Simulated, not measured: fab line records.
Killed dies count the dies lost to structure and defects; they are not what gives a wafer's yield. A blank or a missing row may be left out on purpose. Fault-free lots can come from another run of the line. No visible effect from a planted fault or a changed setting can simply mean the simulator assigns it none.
Split-lot experiment | flow n5_finfet | on a route of 1938 steps: 7 lots, 39 wafers read

THE SPLIT
At N5_SD_EPI_P_EPI_21 (deposits SiGe:B, time 355 s), the setting pressure_torr was moved away from the recipe's 20 Torr on 18 of the 39 wafers read, by -12.3% to +18.1%. All remaining wafers had this setting at the recipe value.

FROM THE SPLIT TO THE READING: what the file shows between them, 3 steps
- N5_SD_EPI_P_HM_STRIP_48: strips SiNx in H3PO4, material SiNx, target depth 3 nm
- N5_SD_ACTIVATION_RTA_00: time 0 s
- N5_SD_ACTIVATION_LSA_01: time 0.0008 s

THE READING
RS_SD_P in ohm/sq, measured at N5_SD_ACTIVATION_RS_MEAS_03 by four-point-probe. On this fab line, fault-free wafers typically give 56.2 ohm/sq with a standard deviation of 0.84 ohm/sq.

wafer  | tool, chamber at the split | pressure_torr as run, Torr | against the recipe | RS_SD_P, ohm/sq | against lot-mates on the recipe
L074.1 | epi_rpcvd-02, 0            | 20                         | recipe             | 56.9            | -
L074.2 | epi_rpcvd-02, 0            | 20                         | recipe             | 57.8            | -
L074.3 | epi_rpcvd-02, 0            | 20                         | recipe             | 57.0            | -
L074.4 | epi_rpcvd-02, 0            | 20                         | recipe             | 57.4            | -
L074.5 | epi_rpcvd-02, 0            | 20                         | recipe             | 56.9            | -
L074.6 | epi_rpcvd-02, 0            | 20                         | recipe             | 57.5            | -
L075.1 | epi_rpcvd-04, 0            | 20                         | recipe             | 57.1            | -
L075.2 | epi_rpcvd-04, 0            | 20                         | recipe             | 57.1            | -
L075.6 | epi_rpcvd-04, 0            | 20                         | recipe             | 56.5            | -
L081.1 | epi_rpcvd-04, 0            | 17.54                      | -12.3%             | 59.9            | no lot-mate on the recipe
L081.2 | epi_rpcvd-04, 0            | 17.54                      | -12.3%             | 59.9            | no lot-mate on the recipe
L081.3 | epi_rpcvd-04, 0            | 17.54                      | -12.3%             | 60.2            | no lot-mate on the recipe
L081.4 | epi_rpcvd-04, 0            | 17.54                      | -12.3%             | 60.6            | no lot-mate on the recipe
L081.5 | epi_rpcvd-04, 0            | 17.54                      | -12.3%             | 59.8            | no lot-mate on the recipe
L081.6 | epi_rpcvd-04, 0            | 17.54                      | -12.3%             | 59.1            | no lot-mate on the recipe
L088.1 | epi_rpcvd-04, 0            | 23.63                      | +18.1%             | 49.5            | no lot-mate on the recipe
L088.2 | epi_rpcvd-04, 0            | 23.63                      | +18.1%             | 50.2            | no lot-mate on the recipe
L088.3 | epi_rpcvd-04, 0            | 23.63                      | +18.1%             | 50.1            | no lot-mate on the recipe
L088.4 | epi_rpcvd-04, 0            | 23.63                      | +18.1%             | 50.6            | no lot-mate on the recipe
L088.5 | epi_rpcvd-04, 0            | 23.63                      | +18.1%             | 50.4            | no lot-mate on the recipe
L088.6 | epi_rpcvd-04, 0            | 23.63                      | +18.1%             | 50.4            | no lot-mate on the recipe
L086.1 | epi_rpcvd-04, 0            | 20                         | recipe             | 56.6            | -
L086.2 | epi_rpcvd-04, 0            | 20                         | recipe             | 56.5            | -
L086.3 | epi_rpcvd-04, 0            | 20                         | recipe             | 56.4            | -
L086.4 | epi_rpcvd-04, 0            | 20                         | recipe             | 56.1            | -
L086.5 | epi_rpcvd-04, 0            | 20                         | recipe             | 56.2            | -
L086.6 | epi_rpcvd-04, 0            | 20                         | recipe             | 56.7            | -
L092.1 | epi_rpcvd-03, 0            | 20                         | recipe             | 55.5            | -
L092.2 | epi_rpcvd-03, 0            | 20                         | recipe             | 56.2            | -
L092.3 | epi_rpcvd-03, 0            | 20                         | recipe             | 55.9            | -
L092.4 | epi_rpcvd-03, 0            | 20                         | recipe             | 55.7            | -
L092.5 | epi_rpcvd-03, 0            | 20                         | recipe             | 56.3            | -
L092.6 | epi_rpcvd-03, 0            | 20                         | recipe             | 55.9            | -
L096.1 | epi_rpcvd-02, 0            | 18.58                      | -7.1%              | 59.0            | no lot-mate on the recipe
L096.2 | epi_rpcvd-02, 0            | 18.58                      | -7.1%              | 57.9            | no lot-mate on the recipe
L096.3 | epi_rpcvd-02, 0            | 18.58                      | -7.1%              | 58.6            | no lot-mate on the recipe
L096.4 | epi_rpcvd-02, 0            | 18.58                      | -7.1%              | 58.2            | no lot-mate on the recipe
L096.5 | epi_rpcvd-02, 0            | 18.58                      | -7.1%              | 57.8            | no lot-mate on the recipe
L096.6 | epi_rpcvd-02, 0            | 18.58                      | -7.1%              | 57.0            | no lot-mate on the recipe

THE FIT
A straight line over all 39 wafers: RS_SD_P changes by -0.316 ohm/sq for each +1% of pressure_torr; r = -0.98; the points scatter about the line by 0.66 ohm/sq.
Too few moved wafers with a lot-mate on the recipe to fit a line net of each lot's own level.

THE WHOLE CHAIN: every reading that the file lists as answering this split, in the file's order
step                        | what it does                 | reading                                                                           | change (the file's fit)               | r (the file's)
N5_SD_EPI_P_EPI_21          | deposits SiGe:B, time 355 s  | SiGe-B_of_SD_EPI_P_EPI_21.thk_nm (the simulator's own value, which no gauge read) | +0.229 nm for each +1% of the setting | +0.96
N5_SD_ACTIVATION_RS_MEAS_03 | measures by four-point-probe | RS_SD_P                                                                           | -0.316 for each +1% of the setting    | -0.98

FILE'S OWN FIT
RS_SD_P changes by -0.316 ohm/sq for each +1% of pressure_torr, r = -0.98.
